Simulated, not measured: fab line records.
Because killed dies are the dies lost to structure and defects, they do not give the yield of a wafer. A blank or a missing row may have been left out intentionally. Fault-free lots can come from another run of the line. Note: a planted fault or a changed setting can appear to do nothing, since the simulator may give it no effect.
fab line records	flow nand_harc
[record] lots = 12	wafers = 36	last_day = 25
route steps=1159 shown A_STAIRCASE@729 A_SGD_CUT@747 END@1159
lots that met no fault: taken from a fault-free run of the same line
start_h: start of the lot's first displayed wafer, in hours after the record's first day	wait_h: time in hours since the lot's previous step	" identical to the entry in the row above	L1.1+2: a row that stands for several wafers	- no value present, or no start provided	* or withheld: withheld	< > ~ a bound
route shown NAME@n: NAME is a module with steps in the file, n the number in the route of the first one	usual: average and standard deviation across the fault-free wafers	same: alike in all rows	chamber/n: place in a boat	sites: the reading at each site	_std_site: their standard deviation	_edge_site: inner sites' mean taken away from outer sites' mean	radius_mm: how far each site lies from the wafer's centre	mask NAME#n: copy n	behind: the tool/chamber that last shaped the wafer	hold: what put the lot on hold/how long, in hours/how the hold closed	device: names the non-switching transistor (n, p or np)	end of line: the tests these same wafers got at the end of their route	where a step has no rows: the recipe by itself	killed: at the first sort, the dies lost to defects and structure; wafer yield is something else	map: per-die view of a wafer (x killed, . not killed, _ where there is no die)
set.NAME: the run value of the setting; set.NAME@STEP: its run value at that earlier step	model.NAME: the simulator's own value behind a step, which no gauge read
a sample of lots followed through the steps of the route, with each step as a table and each wafer as a row
services: from which hour (start_h, from the record's first day; less than 0 if before it) a tool's chamber was out of use, for how many hours, and why
[[steps]]
[step NHARC_A_STAIRCASE_STRIP_446]
[recipe] power_w = 1500	temp_c = 250	chemistry = O2
[usual] drypump_motor_current_A = 5.65/0.26	heater_power_w = 320/30
lot.wafer	tool	chamber	start_h	wait_h	drypump_motor_current_A	heater_power_w	rf_hours_counter_h
L309.1	plasma_asher-01	1	315.94	0.0	5.76	356	8
L309.4	"	0	"	"	5.52	282	-
L309.6	"	0	"	"	5.54	284	-
L308.1	plasma_asher-02	0	316.07	0.1	5.29	348	46
L308.2	"	1	"	"	6.10	314	46
L308.5	"	0	"	"	5.29	336	-
L310.1	plasma_asher-01	1	331.61	0.1	5.72	351	13
L310.3	"	0	"	"	5.51	284	-
L310.5	"	1	"	"	5.73	347	-
L311.4	plasma_asher-01	0	340.98	0.2	5.52	283	-
L311.5	"	1	"	"	5.74	354	-
L311.6	"	0	"	"	5.54	280	-
L315.2	plasma_asher-01	0	348.75	0.0	5.54	279	20
L315.1	"	1	"	"	5.72	357	20
L315.3	"	1	"	"	5.72	351	-
L313.2	plasma_asher-01	1	360.01	0.1	5.73	337	22
L313.3	"	1	"	"	5.74	361	-
L313.5	"	1	"	"	5.76	356	-
L316.1	plasma_asher-01	0	366.90	0.1	5.51	272	26
L316.2	"	1	"	"	5.76	350	26
L316.3	"	1	"	"	5.76	348	-
L320.2	plasma_asher-01	1	381.33	0.0	5.74	352	33
L320.1	"	0	"	"	5.52	285	33
L320.4	"	0	"	"	5.52	281	-
L324.1	plasma_asher-01	1	413.29	0.1	5.73	355	43
L324.3	"	1	"	"	5.75	355	-
L324.5	"	0	"	"	5.49	282	-
L323.1	plasma_asher-01	1	413.52	0.2	5.73	357	43
L323.2	"	0	"	"	5.53	286	43
L323.6	"	0	"	"	5.51	278	-
L328.1	plasma_asher-02	1	439.36	0.0	6.08	314	24
L328.4	"	1	"	"	6.07	314	-
L328.3	"	0	"	"	5.30	340	-
L329.4	plasma_asher-02	1	459.80	0.2	6.10	312	-
L329.3	"	0	"	"	5.30	341	-
L329.6	"	0	"	"	5.32	341	-
[step NHARC_A_STAIRCASE_ETCHBACK_422]
[recipe] target_depth_a = 400	over_etch_frac = 0.3	time_s = 74.286	ion_energy_ev = 120	ch3f_flow_sccm = 50	o2_flow_sccm = 30	ar_flow_sccm = 200	rf_w = 500	bias_w = 100	chemistry = CH3F/O2
[usual] bias_w = 100.01/0.3	ch3f_flow_sccm = 50.01/0.16	drypump_motor_current_A = 5.9/0.45	oes_product_au = 0.98/0.035	rf_vpp_V = 244.3/1.7	showerhead_plenum_p_Torr = 2.45/0.11	throttle_valve_pct = 20.664/0.0091
[same] time_s = 74.286
lot.wafer	tool	chamber	start_h	wait_h	bias_w	ch3f_flow_sccm	drypump_motor_current_A	oes_product_au	rf_hours_counter_h	rf_vpp_V	showerhead_plenum_p_Torr	throttle_valve_pct
L309.1	rie_diel-10	3	317.32	0.2	99.85	50.09	6.0	1.00	61	244.7	2.52	20.657
L309.4	"	1	"	"	99.64	50.02	6.3	1.00	59	242.4	2.27	20.652
L309.6	"	2	"	"	100.23	50.25	5.6	1.01	-	242.7	2.38	20.669
L308.1	rie_diel-10	2	317.43	0.1	99.79	50.29	5.6	0.94	57	242.8	2.38	20.660
L308.2	"	0	"	"	100.08	50.01	6.3	0.92	26	246.2	2.60	20.670
L308.5	"	1	"	"	100.25	50.14	6.3	0.93	-	242.0	2.27	20.674
L310.1	rie_diel-10	3	332.95	0.2	99.90	49.95	6.0	0.92	65	245.3	2.51	20.667
L310.3	"	0	"	"	100.24	49.99	6.2	0.93	30	246.4	2.59	20.654
L310.5	"	2	"	"	99.49	49.91	5.6	0.94	-	243.6	2.38	20.674
L311.4	rie_diel-11	0	342.17	0.1	99.64	49.90	6.0	1.01	58	243.2	2.48	20.654
L311.6	"	0	"	"	99.65	49.95	6.1	0.99	-	245.6	2.48	20.658
L311.5	"	1	"	"	99.37	49.90	5.2	0.97	-	240.8	2.30	20.663
L315.1	rie_diel-13	0	350.25	0.2	99.67	50.03	5.3	1.03	26	246.2	2.65	20.674
L315.2	"	1	"	"	100.04	50.11	5.6	0.99	26	244.0	2.38	20.674
L315.3	"	3	"	"	99.90	49.88	4.9	1.02	25	241.7	2.31	20.654
L313.3	rie_diel-13	3	361.45	0.2	99.96	50.06	5.0	0.94	28	242.7	2.31	20.668
L313.2	"	0	"	"	100.72	49.95	5.2	0.94	29	245.8	2.65	20.662
L313.5	"	0	"	"	100.74	49.83	5.2	0.94	-	246.8	2.65	20.666
L316.1	rie_diel-10	1	368.31	0.2	100.11	49.69	6.3	1.00	1	247.6	2.66	20.679
L316.2	"	2	"	"	100.29	50.09	5.6	1.01	1	243.4	2.37	20.661
L316.3	"	3	"	"	99.85	49.90	6.0	1.01	1	245.4	2.51	20.671
L320.1	rie_diel-10	2	382.69	0.2	100.44	49.99	5.6	1.01	8	243.2	2.37	20.653
L320.2	"	0	"	"	100.22	49.78	6.3	0.99	9	245.3	2.59	20.658
L320.4	"	1	"	"	100.09	50.18	6.3	1.00	8	247.5	2.66	20.663
L324.1	rie_diel-11	1	414.59	0.1	99.94	49.72	5.2	1.01	15	243.9	2.30	20.662
L324.3	"	3	"	"	99.51	49.77	5.9	0.99	16	243.8	2.41	20.662
L324.5	"	1	"	"	99.49	50.12	5.2	1.02	-	242.0	2.30	20.645
L323.1	rie_diel-11	3	414.86	0.1	100.26	49.99	5.9	1.00	16	243.7	2.41	20.667
L323.2	"	2	"	"	99.74	50.08	6.5	1.02	16	243.9	2.47	20.658
L323.6	"	3	"	"	99.95	50.21	5.9	0.98	-	243.1	2.41	20.670
L328.1	rie_diel-10	0	440.72	0.2	99.94	49.81	6.3	0.92	32	245.9	2.58	20.671
L328.4	"	1	"	"	99.84	49.91	6.3	0.92	32	247.4	2.65	20.659
L328.3	"	3	"	"	99.70	50.07	6.0	0.93	27	243.6	2.50	20.657
L329.3	rie_diel-11	3	461.08	0.2	100.63	50.13	5.9	1.00	36	244.3	2.40	20.651
L329.4	"	1	"	"	100.16	49.79	5.2	1.01	33	243.0	2.29	20.672
L329.6	"	3	"	"	100.22	50.09	5.9	0.99	-	243.2	2.40	20.669
[step NHARC_A_SGD_CUT_DEP_00]
[recipe] target_thk_a = 500	temp_c = 400	target_thk_nm = 50	flow_sccm = 200	rf_w = 450	material = SiNx
[usual] heater_power_outer_w = 451/76	heater_power_w = 762/130
lot.wafer	tool	chamber	start_h	wait_h	heater_power_outer_w	heater_power_w
L309.1	pecvd-02	0	318.63	0.1	604	1002
L309.4	"	0	"	"	592	994
L309.6	"	2	"	"	320	588
L308.1	pecvd-03	0	318.75	0.1	528	856
L308.2	"	1	"	"	446	776
L308.5	"	2	"	"	411	659
L310.3	pecvd-01	2	334.28	0.1	353	632
L310.1	"	0	"	"	467	828
L310.5	"	2	"	"	355	656
L311.4	pecvd-01	0	343.58	0.2	465	848
L311.6	"	1	"	"	419	685
L311.5	"	2	"	"	369	660
L315.1	pecvd-03	2	351.86	0.1	402	639
L315.2	"	0	"	"	530	843
L315.3	"	1	"	"	384	703
L313.3	pecvd-03	2	362.90	0.1	411	660
L313.2	"	1	"	"	424	760
L313.5	"	0	"	"	541	874
L316.2	pecvd-03	1	369.67	0.1	447	810
L316.3	"	2	"	"	420	643
L316.1	"	0	"	"	449	748
L320.2	pecvd-01	1	384.04	0.1	413	655
L320.1	"	2	"	"	373	640
L320.4	"	1	"	"	400	656
L324.1	pecvd-01	2	416.18	0.2	389	653
L324.3	"	0	"	"	605	1008
L324.5	"	1	"	"	340	545
L323.2	pecvd-01	1	416.50	0.1	367	620
L323.1	"	2	"	"	423	709
L323.6	"	2	"	"	432	731
L328.1	pecvd-01	1	442.14	0.1	396	643
L328.3	"	2	"	"	403	713
L328.4	"	0	"	"	608	1039
L329.3	pecvd-03	0	462.41	0.1	538	890
L329.4	"	0	"	"	530	891
L329.6	"	2	"	"	372	610
[step NHARC_A_SGD_CUT_ETCH_16]
[recipe] target_depth_a = 3105	time_s = 155.2	c4f8_flow_sccm = withheld	o2_flow_sccm = 8	ar_flow_sccm = withheld	rf_w = 600	bias_w = 800	chemistry = C4F8/O2/Ar
[usual] bias_w = 799.8/2.4	chamber_pressure_mTorr = 25.002/0.026	oes_product_au = 0.975/0.017	rf_vpp_V = 726/4.6	time_s = 155.2/0
lot.wafer	tool	chamber	start_h	wait_h	bias_w	chamber_pressure_mTorr	oes_product_au	rf_hours_counter_h	rf_vpp_V	time_s
L309.4	rie_diel-08	1	319.98	-	800.6	24.998	0.989	1	728	155.2
L309.1	"	2	"	"	796.6	25.036	0.964	1	717	155.2
L309.6	"	1	"	"	800.1	25.025	0.992	-	730	155.2
L308.2	rie_diel-03	0	320.25	-	802.3	25.006	0.967	11	727	155.2
L308.1	"	1	"	"	801.7	25.023	0.997	12	730	155.2
L308.5	"	3	"	"	801.9	24.975	0.956	-	725	155.2
L310.1	rie_diel-09	1	335.76	-	799.5	24.968	0.986	5	726	155.2
L310.3	"	3	"	"	798.4	25.010	0.996	5	729	155.2
L310.5	"	1	"	"	802.5	24.965	0.980	-	726	155.2
L311.4	rie_diel-08	0	344.85	-	797.1	25.043	0.969	3	716	155.2
L311.6	"	0	"	"	797.4	25.002	0.954	-	713	155.2
L311.5	"	1	"	"	798.0	24.982	0.980	-	728	155.2
L315.3	rie_diel-03	2	353.34	-	799.6	24.993	0.973	16	719	155.2
L315.2	"	3	"	"	799.9	24.987	0.955	16	725	155.2
L315.1	"	1	"	"	799.5	25.002	0.964	17	730	155.2
L313.3	rie_diel-08	1	364.38	-	799.9	25.048	0.979	3	729	155.2
L313.2	"	2	"	"	803.8	25.010	0.953	5	719	155.2
L313.5	"	2	"	"	800.7	25.000	0.976	-	719	155.2
L316.3	rie_diel-08	2	371.05	-	802.6	25.020	0.997	5	718	155.2
L316.1	"	3	"	"	799.7	24.989	0.989	5	723	155.2
L316.2	"	1	"	"	799.3	24.980	1.011	3	729	155.2
L320.1	rie_diel-03	0	385.40	-	796.3	25.142	0.978	20	725	155.2
L320.4	"	1	"	"	798.2	24.987	0.978	21	728	155.2
L320.2	"	3	"	"	798.9	24.953	0.959	19	724	155.2
L324.1	rie_diel-03	3	417.53	-	-	-	-	-	-	-
L324.3	"	0	"	"	-	-	-	-	-	-
L324.5	"	2	"	"	-	-	-	-	-	-
L323.2	rie_diel-08	0	417.97	-	-	-	-	-	-	-
L323.1	"	3	"	"	-	-	-	-	-	-
L323.6	"	1	"	"	-	-	-	-	-	-
L328.4	rie_diel-09	2	443.61	-	802.9	25.039	0.979	0	728	155.2
L328.1	"	3	"	"	801.6	24.972	0.993	0	731	155.2
L328.3	"	0	"	"	801.1	24.964	0.974	0	727	155.2
L329.4	rie_diel-09	3	463.79	-	801.0	25.011	0.985	3	730	155.2
L329.3	"	0	"	"	796.3	24.972	0.946	3	728	155.2
L329.6	"	1	"	"	799.4	25.008	0.985	-	727	155.2
[step NHARC_END_SORT_01]
[recipe] temp_c = 25
[usual] killed_at_array = 27/10	killed_at_other = 0.6/0.83	killed_at_periphery = 2.4/1.8	killed_dies = 30/10	killed_open = 3.3/1.7	killed_short = 1.8/1.4
[same] gross_dies = 677
lot.wafer	tool	chamber	start_h	wait_h	hold	killed_at_array	killed_at_other	killed_at_periphery	killed_dies	killed_open	killed_short
L309.1	prober-01	0	462.39	2.5	-	31	1	1	33	6	0
L309.4	prober-01	0	464.81	3.4	-	32	0	2	34	6	4
L309.6	prober-01	0	466.42	4.0	-	14	2	3	19	1	3
L315.1	prober-01	0	480.06	2.5	-	30	1	0	31	0	0
L315.2	prober-01	0	480.85	2.8	-	21	1	1	23	0	0
L315.3	prober-01	0	481.64	3.1	-	36	0	3	39	5	0
L311.4	prober-02	0	480.31	3.4	-	9	0	2	11	4	2
L311.5	prober-02	0	481.10	3.7	-	19	2	2	23	4	3
L311.6	prober-02	0	481.89	4.0	-	16	4	1	21	4	4
L313.2	prober-02	0	494.26	2.8	-	9	2	4	15	2	0
L313.3	prober-02	0	495.06	3.1	-	10	0	4	14	2	3
L313.5	prober-02	0	496.66	3.7	-	11	0	4	15	3	1
L316.1	prober-02	0	501.30	2.5	-	30	0	5	35	5	2
L316.2	prober-02	0	502.10	2.8	-	30	0	1	31	4	3
L316.3	prober-02	0	502.91	3.1	-	37	0	2	39	6	5
L320.1	prober-01	0	501.91	6.5	-	18	2	1	21	5	3
L320.2	prober-01	0	502.70	6.8	-	13	1	3	17	5	1
L320.4	prober-01	0	504.29	7.3	-	29	0	1	30	9	0
L323.1	prober-01	0	543.94	2.5	await_dispo/2.0h/scrap	676	0	1	677	2	0
L323.2	prober-01	0	544.74	2.8	await_dispo/2.0h/scrap	673	2	2	677	5	1
L323.6	prober-01	0	547.94	4.0	await_dispo/2.0h/scrap	673	1	3	677	3	4
L324.1	prober-02	0	543.94	2.5	await_dispo/2.5h/scrap	676	0	1	677	4	1
L324.3	prober-02	0	545.55	3.1	await_dispo/2.5h/scrap	676	0	1	677	4	4
L324.5	prober-02	0	547.15	3.7	await_dispo/2.5h/scrap	675	0	2	677	4	2
// killed by level:class
L309.1 A_SLIT:chamber_film_flake=14 A_CONTACT:chamber_film_flake=7 A_CONTACT:geometric_particle:open=3 A_ONON_D1:geometric_particle:open=1 A_WL_FILL:geometric_particle:open=1 A_M1:geometric_particle:open=1 P_M1:chamber_film_flake=1 A_CHANNEL_HOLE_D1:chamber_film_flake=1
L309.4 A_SLIT:chamber_film_flake=7 A_CONTACT:chamber_film_flake=6 A_CHANNEL_HOLE_D1:chamber_film_flake=4 A_SGD_CUT:chamber_film_flake=4 A_SGD_CUT:geometric_particle:short=2 A_CONTACT:geometric_particle:open=2 A_WL_FILL:chamber_film_flake=2 P_M0:geometric_particle:open=1
L309.6 A_SLIT:chamber_film_flake=6 A_CHANNEL_HOLE_D1:chamber_film_flake=3 P_BONDPAD:chamber_film_flake=2 A_CONTACT:chamber_film_flake=2 THIN_TSV:chamber_film_flake=2 P_CONTACT:geometric_particle:short=1 A_SGD_CUT:geometric_particle:open=1 A_WL_FILL:geometric_particle:short=1
L315.1 A_CHANNEL_HOLE_D1:chamber_film_flake=12 A_SLIT:chamber_film_flake=11 A_ZERO_WELL:chamber_film_flake=3 A_CONTACT:chamber_film_flake=2 A_CHANNEL_FILL_D1:chamber_film_flake=1 A_STAIRCASE:chamber_film_flake=1 THIN_TSV:chamber_film_flake=1
L311.4 P_M0:geometric_particle:open=1 A_SOURCE_PLATE:geometric_particle:short=1 A_ONON_D1:geometric_particle:open=1 A_CHANNEL_FILL_D1:geometric_particle:short=1 A_SGD_CUT:geometric_particle:open=1 A_CONTACT:geometric_particle:open=1 P_GATE:chamber_film_flake=1 A_CHANNEL_HOLE_D1:chamber_film_flake=1
L315.2 A_CHANNEL_HOLE_D1:chamber_film_flake=9 A_SLIT:chamber_film_flake=9 A_ZERO_WELL:chamber_film_flake=2 P_ZERO_WELL:chamber_film_flake=1 A_CHANNEL_FILL_D1:chamber_film_flake=1 THIN_TSV:chamber_film_flake=1
L311.5 A_STAIRCASE:chamber_film_flake=7 A_CHANNEL_HOLE_D1:chamber_film_flake=4 A_CHANNEL_FILL_D1:geometric_particle:short=3 A_CONTACT:geometric_particle:open=2 P_M0:geometric_particle:open=1 STARTING-WAFER:geometric_particle:open=1 P_STI:chamber_film_flake=1 A_ZERO_WELL:chamber_film_flake=1
L315.3 A_CHANNEL_HOLE_D1:chamber_film_flake=16 A_SLIT:chamber_film_flake=10 P_M0:geometric_particle:open=2 A_M0:geometric_particle:open=2 A_ZERO_WELL:chamber_film_flake=2 A_CHANNEL_FILL_D1:chamber_film_flake=2 A_CONTACT:geometric_particle:open=1 P_STI:chamber_film_flake=1
L311.6 THIN_TSV:chamber_film_flake=4 A_CHANNEL_FILL_D1:geometric_particle:short=2 A_BLC:geometric_particle:open=2 A_CHANNEL_HOLE_D1:chamber_film_flake=2 A_STAIRCASE:chamber_film_flake=2 A_WL_FILL:geometric_particle:open=1 A_CONTACT:geometric_particle:short=1 A_BLC:geometric_particle:short=1
L313.2 A_CHANNEL_HOLE_D1:chamber_film_flake=4 P_GATE:chamber_film_flake=2 A_STAIRCASE:chamber_film_flake=2 A_CONTACT:chamber_film_flake=2 THIN_TSV:chamber_film_flake=2 P_GATE:geometric_particle:open=1 A_BLC:geometric_particle:open=1 P_STI:chamber_film_flake=1
L313.3 A_CONTACT:chamber_film_flake=4 A_ONON_D1:geometric_particle:short=2 P_BONDPAD:chamber_film_flake=2 P_GATE:geometric_particle:open=1 A_M0:geometric_particle:open=1 A_M0:geometric_particle:short=1 P_STI:chamber_film_flake=1 A_CHANNEL_HOLE_D1:chamber_film_flake=1
L313.5 A_CHANNEL_HOLE_D1:chamber_film_flake=3 A_STAIRCASE:chamber_film_flake=3 P_STI:chamber_film_flake=2 A_SLIT:chamber_film_flake=2 P_CONTACT:geometric_particle:short=1 P_M2:geometric_particle:open=1 A_CONTACT:geometric_particle:open=1 A_ZERO_WELL:chamber_film_flake=1
L316.1 A_CHANNEL_HOLE_D1:chamber_film_flake=14 A_CONTACT:chamber_film_flake=9 P_M1:geometric_particle:open=2 P_GATE:chamber_film_flake=2 A_WL_FILL:chamber_film_flake=2 P_M0:geometric_particle:open=1 A_ONON_D1:geometric_particle:short=1 A_CHANNEL_FILL_D1:geometric_particle:short=1
L320.1 A_CONTACT:chamber_film_flake=7 A_CHANNEL_HOLE_D1:chamber_film_flake=3 A_CONTACT:geometric_particle:short=2 THIN_TSV:chamber_film_flake=2 P_M1:geometric_particle:open=1 A_ONON_D1:geometric_particle:short=1 A_ONON_D1:geometric_particle:open=1 A_CHANNEL_FILL_D1:geometric_particle:open=1
L316.2 A_CHANNEL_HOLE_D1:chamber_film_flake=17 A_STAIRCASE:chamber_film_flake=2 A_CONTACT:chamber_film_flake=2 A_ONON_D1:geometric_particle:short=1 A_CHANNEL_HOLE_D1:geometric_particle:open=1 A_CHANNEL_HOLE_D1:geometric_particle:short=1 A_CHANNEL_FILL_D1:geometric_particle:open=1 A_CHANNEL_FILL_D1:geometric_particle:short=1
L320.2 A_CHANNEL_HOLE_D1:chamber_film_flake=4 A_CONTACT:chamber_film_flake=3 P_M0:geometric_particle:open=1 A_CHANNEL_HOLE_D1:geometric_particle:open=1 A_SGD_CUT:geometric_particle:open=1 A_WL_FILL:geometric_particle:short=1 A_WL_FILL:geometric_particle:open=1 A_M0:geometric_particle:open=1
L316.3 A_CHANNEL_HOLE_D1:chamber_film_flake=19 A_CONTACT:geometric_particle:open=5 A_CONTACT:chamber_film_flake=5 A_ONON_D1:geometric_particle:short=2 A_CHANNEL_FILL_D1:chamber_film_flake=2 P_CONTACT:geometric_particle:short=1 P_CONTACT:geometric_particle:open=1 A_CHANNEL_HOLE_D1:geometric_particle:short=1
L320.4 A_CHANNEL_HOLE_D1:chamber_film_flake=10 A_STAIRCASE:chamber_film_flake=6 A_CONTACT:chamber_film_flake=5 A_CONTACT:geometric_particle:open=2 P_M0:geometric_particle:open=1 A_ONON_D1:geometric_particle:open=1 A_CHANNEL_FILL_D1:geometric_particle:open=1 A_SGD_CUT:geometric_particle:open=1
L323.1 A_SGD_CUT:area_etch=656 A_CHANNEL_HOLE_D1:chamber_film_flake=9 A_STAIRCASE:chamber_film_flake=4 A_BLC:chamber_film_flake=4 P_M1:geometric_particle:open=1 A_CONTACT:geometric_particle:open=1 A_CHANNEL_FILL_D1:chamber_film_flake=1 A_CONTACT:chamber_film_flake=1
L324.1 A_SGD_CUT:area_etch=643 A_CHANNEL_HOLE_D1:chamber_film_flake=19 A_CONTACT:chamber_film_flake=6 A_CONTACT:geometric_particle:open=3 A_STAIRCASE:chamber_film_flake=2 P_CONTACT:geometric_particle:open=1 A_STAIRCASE:geometric_particle:short=1 A_BLC:chamber_film_flake=1
L323.2 A_SGD_CUT:area_etch=657 A_CHANNEL_HOLE_D1:chamber_film_flake=3 A_STAIRCASE:chamber_film_flake=3 A_CONTACT:chamber_film_flake=3 A_BLC:chamber_film_flake=2 THIN_TSV:chamber_film_flake=2 P_CONTACT:geometric_particle:open=1 A_SOURCE_PLATE:geometric_particle:open=1
L324.3 A_SGD_CUT:area_etch=633 A_CHANNEL_HOLE_D1:chamber_film_flake=21 A_CONTACT:chamber_film_flake=7 A_STAIRCASE:chamber_film_flake=6 A_WL_FILL:geometric_particle:short=2 P_M0:geometric_particle:short=1 A_CHANNEL_FILL_D1:geometric_particle:short=1 A_WL_FILL:geometric_particle:open=1
L324.5 A_SGD_CUT:area_etch=642 A_CHANNEL_HOLE_D1:chamber_film_flake=17 A_CONTACT:chamber_film_flake=10 A_WL_FILL:geometric_particle:open=2 A_STAIRCASE:chamber_film_flake=2 P_GATE:geometric_particle:short=1 P_GATE:geometric_particle:open=1 A_WL_FILL:geometric_particle:short=1
L323.6 A_SGD_CUT:area_etch=652 A_CHANNEL_HOLE_D1:chamber_film_flake=6 A_BLC:chamber_film_flake=5 A_STAIRCASE:chamber_film_flake=4 A_CHANNEL_HOLE_D1:geometric_particle:short=2 P_M0:geometric_particle:open=1 A_ONON_D1:geometric_particle:short=1 A_CHANNEL_FILL_D1:geometric_particle:short=1
[[services]]
tool	chamber	start_h	hours	kind
pecvd-03	-	292.30	13.0	pm
rie_diel-09	0	298.13	4.3	repair
rie_diel-08	-	301.86	9.0	pm
rie_diel-08	1	329.97	12.8	repair
plasma_asher-02	-	342.55	0.5	repair
rie_diel-10	2	344.04	9.2	repair
rie_diel-08	1	346.33	9.3	repair
rie_diel-10	-	353.50	9.0	pm
plasma_asher-02	-	360.00	9.0	pm
rie_diel-11	-	366.65	9.0	pm
rie_diel-09	-	370.91	1.0	repair
rie_diel-08	3	373.46	14.7	repair
rie_diel-10	3	373.61	6.9	repair
rie_diel-03	-	392.31	9.0	pm
rie_diel-13	2	413.52	13.1	repair
pecvd-01	-	418.31	13.0	pm
rie_diel-13	3	421.53	9.9	repair
rie_diel-08	-	424.65	61.7	repair
rie_diel-09	-	431.12	9.0	pm
plasma_asher-01	-	431.91	2.3	repair
pecvd-01	2	448.75	27.5	repair
rie_diel-13	-	453.15	9.0	pm
plasma_asher-01	-	453.54	9.0	pm
pecvd-03	-	453.81	4.0	repair
[[key]]
[first_sign] step = NHARC_A_SGD_CUT_ETCH_16	reading = tool_record	direction = missing
[effect] step = NHARC_END_SORT_01	reading = killed_at_array	direction = up	sigmas = 63	usual = 27	struck = 675
[more_kills_born_at] NHARC_A_SGD_CUT_ETCH_16@rie_diel-08 = 1965	NHARC_A_SGD_CUT_ETCH_16@rie_diel-03 = 1918
met_at NHARC_A_SGD_CUT_ETCH_16
struck_lots L323,L324
later_rows_left_out L323.1,L323.2,L323.6,L324.1,L324.3,L324.5
tester_left_out L323,L324
not_acting_at NHARC_A_STAIRCASE_STRIP_446,NHARC_A_STAIRCASE_ETCHBACK_422,NHARC_A_SGD_CUT_DEP_00
onset_between 385.40 417.53
[fault] kind = skipped_step_whole	tool = rie_diel-03,rie_diel-08	chamber = -	onset_h = 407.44	steps = NHARC_A_SGD_CUT_ETCH_16	scope = struck_lots_only
// tester_left_out: of these lots the tester's yield and bins aren't shown, on N5 and GAA mostly nor the transistor test; their killed dies are dies lost to structure and defects alone, not to doping, threshold or leakage, so they don't give the yield
// later_rows_left_out: the simulator's readings of these wafers behind a module that went badly wrong aren't trusted and aren't shown, but for the sort
